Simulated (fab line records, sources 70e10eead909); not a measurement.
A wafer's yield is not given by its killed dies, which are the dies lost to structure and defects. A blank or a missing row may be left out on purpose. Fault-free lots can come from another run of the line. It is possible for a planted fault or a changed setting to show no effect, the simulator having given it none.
Matching of chambers | flow nand_harc | NHARC_A_CONTACT_DEP_85 on pecvd-03: 3 sister chambers
The step deposits SiON, target thk 50 nm. 18 wafers are shown with their chamber, then 9 later ones without.

## WAFERS WITH THEIR CHAMBER
wafer  | chamber | heater_power_w (W)
L076.3 | 1       | 724
L076.4 | 2       | 752
L076.5 | 0       | 662
L077.4 | 0       | 683
L077.5 | 2       | 634
L077.6 | 1       | 708
L079.2 | 2       | 691
L079.4 | 1       | 686
L079.6 | 0       | 636
L084.1 | 0       | 644
L084.2 | 2       | 643
L084.4 | 1       | 664
L088.3 | 0       | 670
L088.4 | 0       | 671
L088.6 | 2       | 741
L090.1 | 1       | 709
L090.2 | 2       | 614
L090.3 | 0       | 593

SIGNATURES (averages over the wafers above)
reading        | chamber 0 | chamber 1 | chamber 2 | scatter within a chamber
heater_power_w | 651.29    | 698.20    | 679.17    | 40.5
Rule: a wafer lies at a distance from a chamber equal to the root of the sum of squares, over the readings, of (its reading less the chamber's mean, divided by the reading's scatter). If the next closest chamber is less than 2 further off than the closest, the wafer can't be placed; otherwise it belongs to the closest. How the scatter is found: for the shown wafers, subtract from each reading the mean of its chamber, square and add these, divide the total by (wafers less chambers), then take the root.

## WAFERS WHOSE CHAMBER IS MISSING
wafer  | heater_power_w (W)
L096.1 | 627
L096.3 | 700
L096.5 | 669
L097.1 | 744
L097.2 | 614
L097.3 | 623
L097.4 | 602
L097.5 | 733
L097.6 | 624

## CHAMBER TAKEN BY EACH
wafer  | from the rows above          | in truth
L096.1 | can't be placed: 0 or 2 or 1 | 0
L096.3 | can't be placed: 1 or 2 or 0 | 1
L096.5 | can't be placed: 2 or 0 or 1 | 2
L097.1 | can't be placed: 1 or 2 or 0 | 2
L097.2 | can't be placed: 0 or 2 or 1 | 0
L097.3 | can't be placed: 0 or 2 or 1 | 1
L097.4 | can't be placed: 0 or 2 or 1 | 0
L097.5 | can't be placed: 1 or 2 or 0 | 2
L097.6 | can't be placed: 0 or 2 or 1 | 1
Correctly placed: 0 of 9. From these rows, 9 cannot be placed; in 9 the true chamber is one of the candidates. Wrongly placed: 0.
